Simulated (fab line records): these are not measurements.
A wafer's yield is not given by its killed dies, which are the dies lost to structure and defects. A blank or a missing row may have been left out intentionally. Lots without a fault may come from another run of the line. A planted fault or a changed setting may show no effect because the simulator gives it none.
What tool caused it? ; flow nand harc ; Sampling: 24 lots, 72 wafers, 6 of 1159 route steps

== WHAT THE GAUGES SHOWED, per wafer ==
The record holds no reading of a measuring or inspecting step that can be judged against a usual standard deviation.

== TOOL THAT RAN EACH LOT (tool first, then ch and the chambers of the sampled wafers, then the start) ==
lot;NHARC_A_STAIRCASE_ETCH_25;NHARC_A_STAIRCASE_STRIP_175;NHARC_A_STAIRCASE_ETCH_221;NHARC_A_STAIRCASE_ETCH_232;NHARC_A_STAIRCASE_ETCH_452;NHARC_A_STAIRCASE_HM_DEP_462
L075;rie diel-13 ch 0,1,2, day 11 11:05 or earlier;plasma asher-02 ch 0,1, day 11 11:05;rie diel-06 ch 0,2, day 12 04:19 or earlier;rie diel-13 ch 0,3, day 12 04:19 or earlier;rie diel-06 ch 1,2, day 12 04:19 or earlier;acl dep-01 ch 0, day 12 04:19
L076;rie diel-03 ch 1,2, day 11 11:08 or earlier;plasma asher-01 ch 0,1, day 11 11:08;rie diel-03 ch 1,2,3, day 12 08:29 or earlier;rie diel-13 ch 0,2, day 12 08:29 or earlier;rie diel-13 ch 0,2, day 12 08:29 or earlier;acl dep-02 ch 0, day 12 08:29
L077;rie diel-13 ch 0,2, day 11 14:19 or earlier;plasma asher-01 ch 1, day 11 14:19;rie diel-13 ch 0,1, day 12 10:20 or earlier;rie diel-13 ch 0,2, day 12 10:20 or earlier;rie diel-06 ch 0,2, day 12 10:20 or earlier;acl dep-02 ch 0, day 12 10:20
L074;rie diel-06 ch 1,2,3, day 11 14:52 or earlier;plasma asher-02 ch 0, day 11 14:52;rie diel-03 ch 0,1,2, day 12 12:07 or earlier;rie diel-13 ch 0,1, day 12 12:07 or earlier;rie diel-06 ch 1,3, day 12 12:07 or earlier;acl dep-01 ch 0, day 12 12:07
L078;rie diel-03 ch 1,2, day 11 19:38 or earlier;plasma asher-02 ch 0,1, day 11 19:38;rie diel-03 ch 0,3, day 12 16:09 or earlier;rie diel-13 ch 0,3, day 12 16:09 or earlier;rie diel-06 ch 0,2,3, day 12 16:09 or earlier;acl dep-01 ch 0, day 12 16:09
L080;rie diel-06 ch 0,1, day 11 21:34 or earlier;plasma asher-02 ch 0,1, day 11 21:34;rie diel-06 ch 0,1,2, day 12 22:40 or earlier;rie diel-13 ch 0,3, day 12 22:40 or earlier;rie diel-06 ch 0,1, day 12 22:40 or earlier;acl dep-03 ch 0, day 12 22:40
L079;rie diel-03 ch 0,2,3, day 11 21:42 or earlier;plasma asher-01 ch 0,1, day 11 21:42;rie diel-13 ch 0,1, day 12 21:52 or earlier;rie diel-13 ch 1,2,3, day 12 21:52 or earlier;rie diel-03 ch 0,3, day 12 21:52 or earlier;acl dep-02 ch 0, day 12 21:52
L081;rie diel-13 ch 0,1,2, day 12 10:16 or earlier;plasma asher-02 ch 0,1, day 12 10:16;rie diel-03 ch 2,3, day 13 07:34 or earlier;rie diel-03 ch 0,2,3, day 13 07:34 or earlier;rie diel-03 ch 0,1,2, day 13 07:34 or earlier;acl dep-02 ch 0, day 13 07:34
L082;rie diel-06 ch 1,2,3, day 12 10:39 or earlier;plasma asher-02 ch 0,1, day 12 10:39;rie diel-06 ch 2,3, day 13 07:15 or earlier;rie diel-03 ch 0,2,3, day 13 07:15 or earlier;rie diel-06 ch 0,1, day 13 07:15 or earlier;acl dep-03 ch 0, day 13 07:15
L083;rie diel-06 ch 0,2,3, day 13 07:08 or earlier;plasma asher-01 ch 0,1, day 13 07:08;rie diel-03 ch 0,1,3, day 13 23:05 or earlier;rie diel-13 ch 1,2,3, day 13 23:05 or earlier;rie diel-03 ch 0,2,3, day 13 23:05 or earlier;acl dep-01 ch 0, day 13 23:05
L085;rie diel-13 ch 0,2,3, day 13 14:19 or earlier;plasma asher-01 ch 0,1, day 13 14:19;rie diel-06 ch 1,2,3, day 14 07:11 or earlier;rie diel-06 ch 1,2,3, day 14 07:11 or earlier;rie diel-06 ch 0,2,3, day 14 07:11 or earlier;acl dep-01 ch 0, day 14 07:11
L084;rie diel-13 ch 0,3, day 13 17:30 or earlier;plasma asher-02 ch 0,1, day 13 17:30;rie diel-03 ch 0,2,3, day 14 10:56 or earlier;rie diel-06 ch 0,1,2, day 14 10:56 or earlier;rie diel-13 ch 0,1,3, day 14 10:56 or earlier;acl dep-02 ch 0, day 14 10:56
L087;rie diel-06 ch 0,1,2, day 13 23:26 or earlier;plasma asher-02 ch 0,1, day 13 23:26;rie diel-06 ch 0,2,3, day 14 20:38 or earlier;rie diel-13 ch 0,3, day 14 20:38 or earlier;rie diel-06 ch 1,2,3, day 14 20:38 or earlier;acl dep-01 ch 0, day 14 20:38
L086;rie diel-13 ch 0,1,3, day 13 23:29 or earlier;plasma asher-01 ch 0,1, day 13 23:29;rie diel-13 ch 0,1,3, day 14 18:47 or earlier;rie diel-03 ch 0,1,3, day 14 18:47 or earlier;rie diel-06 ch 0,1,2, day 14 18:47 or earlier;acl dep-01 ch 0, day 14 18:47
L088;rie diel-13 ch 0,1, day 14 04:13 or earlier;plasma asher-01 ch 0,1, day 14 04:13;rie diel-03 ch 0,1,3, day 14 22:46 or earlier;rie diel-13 ch 0,1, day 14 22:46 or earlier;rie diel-03 ch 0,1,3, day 14 22:46 or earlier;acl dep-01 ch 0, day 14 22:46
L089;rie diel-06 ch 1,2,3, day 14 19:32 or earlier;plasma asher-02 ch 0,1, day 14 19:32;rie diel-13 ch 0,1,3, day 15 13:07 or earlier;rie diel-06 ch 0,2,3, day 15 13:07 or earlier;rie diel-06 ch 2,3, day 15 13:07 or earlier;acl dep-02 ch 0, day 15 13:07
L090;rie diel-13 ch 0,1,2, day 14 20:58 or earlier;plasma asher-01 ch 0,1, day 14 20:58;rie diel-06 ch 1,2, day 15 15:12 or earlier;rie diel-06 ch 0,1, day 15 15:12 or earlier;rie diel-06 ch 1,2,3, day 15 15:12 or earlier;acl dep-03 ch 0, day 15 15:12
L091;rie diel-13 ch 0,2, day 15 07:42 or earlier;plasma asher-02 ch 0,1, day 15 07:42;rie diel-06 ch 1,2, day 16 04:15 or earlier;rie diel-06 ch 0,2, day 16 04:15 or earlier;rie diel-13 ch 0,1,3, day 16 04:15 or earlier;acl dep-02 ch 0, day 16 04:15
L092;rie diel-13 ch 0,1,2, day 15 08:01 or earlier;plasma asher-01 ch 0, day 15 08:01;rie diel-03 ch 0,2,3, day 16 02:53 or earlier;rie diel-13 ch 0,3, day 16 02:53 or earlier;rie diel-06 ch 0,1,3, day 16 02:53 or earlier;acl dep-01 ch 0, day 16 02:53
L093;rie diel-13 ch 1,2, day 15 15:37 or earlier;plasma asher-01 ch 0,1, day 15 15:37;rie diel-06 ch 0,1,3, day 16 08:06 or earlier;rie diel-06 ch 1,2, day 16 08:06 or earlier;rie diel-06 ch 0,1,2, day 16 08:06 or earlier;acl dep-01 ch 0, day 16 08:06
L094;rie diel-03 ch 2,3, day 15 15:58 or earlier;plasma asher-02 ch 0,1, day 15 15:58;rie diel-13 ch 0,2,3, day 16 10:13 or earlier;rie diel-13 ch 0,1, day 16 10:13 or earlier;rie diel-13 ch 0,1,3, day 16 10:13 or earlier;acl dep-02 ch 0, day 16 10:13
L096;rie diel-13 ch 0,2,3, day 16 06:19 or earlier;plasma asher-01 ch 0,1, day 16 06:19;rie diel-06 ch 1,2,3, day 17 02:31 or earlier;rie diel-13 ch 1,2, day 17 02:31 or earlier;rie diel-03 ch 2,3, day 17 02:31 or earlier;acl dep-01 ch 0, day 17 02:31
L095;rie diel-13 ch 0,1,2, day 16 11:04 or earlier;plasma asher-01 ch 0,1, day 16 11:04;rie diel-13 ch 0,1,3, day 17 03:28 or earlier;rie diel-13 ch 0,1,2, day 17 03:28 or earlier;rie diel-13 ch 0,1,3, day 17 03:28 or earlier;acl dep-02 ch 0, day 17 03:28
L097;rie diel-06 ch 0,3, day 16 20:43 or earlier;plasma asher-01 ch 0,1, day 16 20:43;rie diel-06 ch 0,1, day 17 17:00 or earlier;rie diel-13 ch 0,1, day 17 17:00 or earlier;rie diel-06 ch 0,2,3, day 17 17:00 or earlier;acl dep-02 ch 0, day 17 17:00
- NHARC_A_STAIRCASE_ETCH_25: etches the open film in C4F8/O2, target depth 100 nm, time 40.5 s.
- NHARC_A_STAIRCASE_STRIP_175: strips in O2.
- NHARC_A_STAIRCASE_ETCH_221: etches the open film in C4F8/O2, target depth 100 nm, time 40.5 s.
- NHARC_A_STAIRCASE_ETCH_232: etches the open film in C4F8/O2, target depth 100 nm, time 40.5 s.
- NHARC_A_STAIRCASE_ETCH_452: etches the open film in CF4/O2, target depth 30 nm, overetch 3 nm, time 16.5 s.
- NHARC_A_STAIRCASE_HM_DEP_462: deposits aC, target thk 800 nm.

== AS READ BY THE TOOLS THEMSELVES (means over the sampled wafers that have a number; for cases with no such wafer, the mark the record gives instead) ==
NHARC_A_STAIRCASE_ETCH_25. Usual: oes product au 0.946 a.u., standard deviation 0.0099; rf vpp V 896 V, standard deviation 6.3.
lot;tool;oes product au (a.u.);rf vpp V (V);flag
L075;rie diel-13;0.944;896;
L076;rie diel-03;0.946;899;
L077;rie diel-13;0.937;895;
L074;rie diel-06;0.957;896;
L078;rie diel-03;0.937;899;
L080;rie diel-06;0.944;891;
L079;rie diel-03;0.935;900;
L081;rie diel-13;0.949;895;
L082;rie diel-06;0.947;895;
L083;rie diel-06;0.947;895;
L085;rie diel-13;0.942;898;
L084;rie diel-13;0.957;902;
L087;rie diel-06;0.951;895;
L086;rie diel-13;0.949;901;
L088;rie diel-13;0.945;900;
L089;rie diel-06;0.954;896;
L090;rie diel-13;0.953;895;
L091;rie diel-13;0.940;891;
L092;rie diel-13;0.941;895;
L093;rie diel-13;0.944;894;
L094;rie diel-03;0.939;902;
L096;rie diel-13;0.946;898;
L095;rie diel-13;0.949;894;
L097;rie diel-06;0.938;889;

NHARC_A_STAIRCASE_STRIP_175. Usual: drypump motor current A 5.7 A, standard deviation 0.32; heater power w 349 W, standard deviation 28.
lot;tool;drypump motor current A (A);heater power w (W);flag
L075;plasma asher-02;5.8;378;
L076;plasma asher-01;5.8;318;
L077;plasma asher-01;5.5;328;
L074;plasma asher-02;6.0;399;
L078;plasma asher-02;5.8;379;
L080;plasma asher-02;5.8;373;
L079;plasma asher-01;5.8;319;
L081;plasma asher-02;5.5;355;
L082;plasma asher-02;5.5;357;
L083;plasma asher-01;5.6;342;
L085;plasma asher-01;5.8;337;
L084;plasma asher-02;5.8;376;
L087;plasma asher-02;5.5;355;
L086;plasma asher-01;5.6;339;
L088;plasma asher-01;5.6;342;
L089;plasma asher-02;5.5;354;
L090;plasma asher-01;5.7;340;
L091;plasma asher-02;5.8;374;
L092;plasma asher-01;6.0;340;
L093;plasma asher-01;5.8;338;
L094;plasma asher-02;5.8;376;
L096;plasma asher-01;5.6;336;
L095;plasma asher-01;5.9;335;
L097;plasma asher-01;5.8;333;

NHARC_A_STAIRCASE_ETCH_221. Usual: oes product au 0.937 a.u., standard deviation 0.016; rf vpp V 896 V, standard deviation 6.4.
lot;tool;oes product au (a.u.);rf vpp V (V);flag
L075;rie diel-06;0.931;901;
L076;rie diel-03;0.936;901;
L077;rie diel-13;0.961;898;
L074;rie diel-03;0.950;897;
L078;rie diel-03;0.941;902;
L080;rie diel-06;0.933;896;
L079;rie diel-13;0.923;898;
L081;rie diel-03;0.921;904;
L082;rie diel-06;0.921;894;
L083;rie diel-03;0.928;899;
L085;rie diel-06;0.949;895;
L084;rie diel-03;0.917;899;
L087;rie diel-06;0.935;895;
L086;rie diel-13;0.951;902;
L088;rie diel-03;0.939;900;
L089;rie diel-13;0.959;901;
L090;rie diel-06;0.944;896;
L091;rie diel-06;0.930;895;
L092;rie diel-03;0.919;900;
L093;rie diel-06;0.917;889;
L094;rie diel-13;0.948;898;
L096;rie diel-06;0.943;895;
L095;rie diel-13;0.935;901;
L097;rie diel-06;0.953;891;

NHARC_A_STAIRCASE_ETCH_232. Usual: oes product au 0.944 a.u., standard deviation 0.013; rf vpp V 896 V, standard deviation 6.4.
lot;tool;oes product au (a.u.);rf vpp V (V);flag
L075;rie diel-13;0.949;896;
L076;rie diel-13;0.961;896;
L077;rie diel-13;0.943;896;
L074;rie diel-13;0.942;899;
L078;rie diel-13;0.940;896;
L080;rie diel-13;0.938;895;
L079;rie diel-13;0.943;891;
L081;rie diel-03;0.921;900;
L082;rie diel-03;0.932;899;
L083;rie diel-13;0.954;897;
L085;rie diel-06;0.949;895;
L084;rie diel-06;0.942;897;
L087;rie diel-13;0.930;902;
L086;rie diel-03;0.937;899;
L088;rie diel-13;0.944;898;
L089;rie diel-06;0.939;895;
L090;rie diel-06;0.958;891;
L091;rie diel-06;0.937;901;
L092;rie diel-13;0.934;903;
L093;rie diel-06;0.951;900;
L094;rie diel-13;0.940;898;
L096;rie diel-13;0.940;891;
L095;rie diel-13;0.948;895;
L097;rie diel-13;0.962;899;

NHARC_A_STAIRCASE_ETCH_452. Usual: drypump motor current A 5.5 A, standard deviation 0.39; o2 flow sccm 20.00 sccm, standard deviation 0.057; oes product au 0.998 a.u., standard deviation 0.01; rf vpp V 197.7 V, standard deviation 1.7; showerhead plenum p Torr 1.33 Torr, standard deviation 0.072; throttle valve pct 13.398 %, standard deviation 0.008.
lot;tool;drypump motor current A (A);o2 flow sccm (sccm);oes product au (a.u.);rf vpp V (V);showerhead plenum p Torr (Torr);throttle valve pct (%);flag
L075;rie diel-06;5.2;19.98;1.007;198.4;1.35;13.394;
L076;rie diel-13;5.4;19.97;1.006;196.8;1.29;13.397;
L077;rie diel-06;5.7;20.00;0.993;198.7;1.33;13.392;
L074;rie diel-06;5.7;19.99;1.002;197.1;1.28;13.405;
L078;rie diel-06;5.7;19.97;0.997;197.2;1.33;13.391;
L080;rie diel-06;5.5;20.01;0.985;197.5;1.28;13.397;
L079;rie diel-03;5.5;19.95;0.989;198.8;1.40;13.402;
L081;rie diel-03;5.5;20.02;0.999;198.1;1.35;13.402;
L082;rie diel-06;5.2;20.01;0.997;196.9;1.29;13.401;
L083;rie diel-03;5.2;19.99;0.988;197.8;1.38;13.396;
L085;rie diel-06;5.8;19.96;0.994;197.2;1.32;13.400;
L084;rie diel-13;5.5;19.99;1.004;199.5;1.39;13.396;
L087;rie diel-06;5.5;20.01;1.009;197.7;1.33;13.407;
L086;rie diel-06;5.4;19.94;0.992;197.6;1.33;13.399;
L088;rie diel-03;5.8;19.99;0.994;198.6;1.37;13.392;
L089;rie diel-06;5.8;20.01;0.998;199.0;1.38;13.401;
L090;rie diel-06;5.6;19.97;1.006;197.8;1.33;13.397;
L091;rie diel-13;5.5;19.93;1.003;199.2;1.39;13.395;
L092;rie diel-06;5.6;20.00;0.994;196.6;1.27;13.396;
L093;rie diel-06;5.4;19.97;0.994;198.7;1.33;13.401;
L094;rie diel-13;5.5;19.95;1.004;199.1;1.39;13.396;
L096;rie diel-03;5.0;20.04;0.996;199.3;1.39;13.395;
L095;rie diel-13;5.5;20.03;0.999;199.7;1.38;13.405;
L097;rie diel-06;5.8;20.00;0.994;196.0;1.32;13.407;

NHARC_A_STAIRCASE_HM_DEP_462. Usual: throttle valve pct at 35.000 %, with a standard deviation of 0.0092.
lot;tool;throttle valve pct (%);flag
L075;acl dep-01;34.998;
L076;acl dep-02;35.006;
L077;acl dep-02;34.992;
L074;acl dep-01;34.998;
L078;acl dep-01;35.001;
L080;acl dep-03;34.999;
L079;acl dep-02;34.998;
L081;acl dep-02;34.993;
L082;acl dep-03;34.998;
L083;acl dep-01;35.005;
L085;acl dep-01;34.990;
L084;acl dep-02;34.996;
L087;acl dep-01;34.999;
L086;acl dep-01;35.003;
L088;acl dep-01;35.006;
L089;acl dep-02;34.993;
L090;acl dep-03;35.007;
L091;acl dep-02;35.005;
L092;acl dep-01;34.997;
L093;acl dep-01;34.999;
L094;acl dep-02;34.994;
L096;acl dep-01;34.997;
L095;acl dep-02;35.010;
L097;acl dep-02;35.001;

== THE ANSWER, worked out from the rows above alone ==
Rule: take the mean of a lot's wafers that have a number; if it is more than 3 standard deviations from the usual mean, the lot is off. A lot without any number at a reading at which 4 lots or more have one is off too. All remaining lots with rows at the step are treated as sound. First the gauges in route order, then the tools' own readings, where a lot's mean is used as printed above. The first step at which some lot is off is used, and at that step the reading that is off furthest; a lot without a number counts as furthest.
No lot is off on any of the readings shown, so nothing can be concluded from this.

== WHAT HAD BEEN PUT IN BY THE SIMULATOR ==
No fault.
